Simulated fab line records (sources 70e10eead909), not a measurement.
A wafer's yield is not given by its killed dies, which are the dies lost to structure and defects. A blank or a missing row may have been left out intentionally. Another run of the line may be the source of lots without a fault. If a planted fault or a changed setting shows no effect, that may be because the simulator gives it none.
Matching of chambers    flow nand-harc    3 sister chambers for NHARC_P_M2_PRE_CLEAN_32 on pecvd-03
The step time 12 s. 3 wafers are shown with their chamber, then 7 later ones without.

## WAFERS, EACH WITH ITS CHAMBER
wafer   chamber  heater-power-w (W)
L087.5  0        647
L089.3  2        589
L089.5  1        578

## WAFERS WITHOUT THEIR CHAMBER
wafer   heater-power-w (W)
L089.6  593
L088.1  585
L088.3  578
L088.4  576
L093.1  585
L093.5  699
L093.6  551

## THE CHAMBER EACH PASSED THROUGH
wafer   from the rows above      in truth
L089.6  can't be placed: 2 or 1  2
L088.1  can't be placed: 2 or 1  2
L088.3  can't be placed: 1 or 2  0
L088.4  can't be placed: 1 or 2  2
L093.1  can't be placed: 2 or 1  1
L093.5  0                        0
L093.6  can't be placed: 1 or 2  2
Placed correctly: 1 of 7. These rows do not allow placing 6 (true chamber among the candidates in 5). Placed wrongly: 0.
How it was worked out, from the rows above alone: a wafer's distance from a chamber is the root of the sum, over the readings, of the square of ((its reading less the chamber's mean) divided by the reading's scatter). If the next closest chamber is less than 2 further off than the closest, the wafer can't be placed; otherwise it belongs to the closest. The mean given for a chamber averages the wafers shown for that chamber. The scatter (one wafer shown for each chamber): square how far every hidden wafer sits from the nearest shown wafer, average those squares and take the square root.
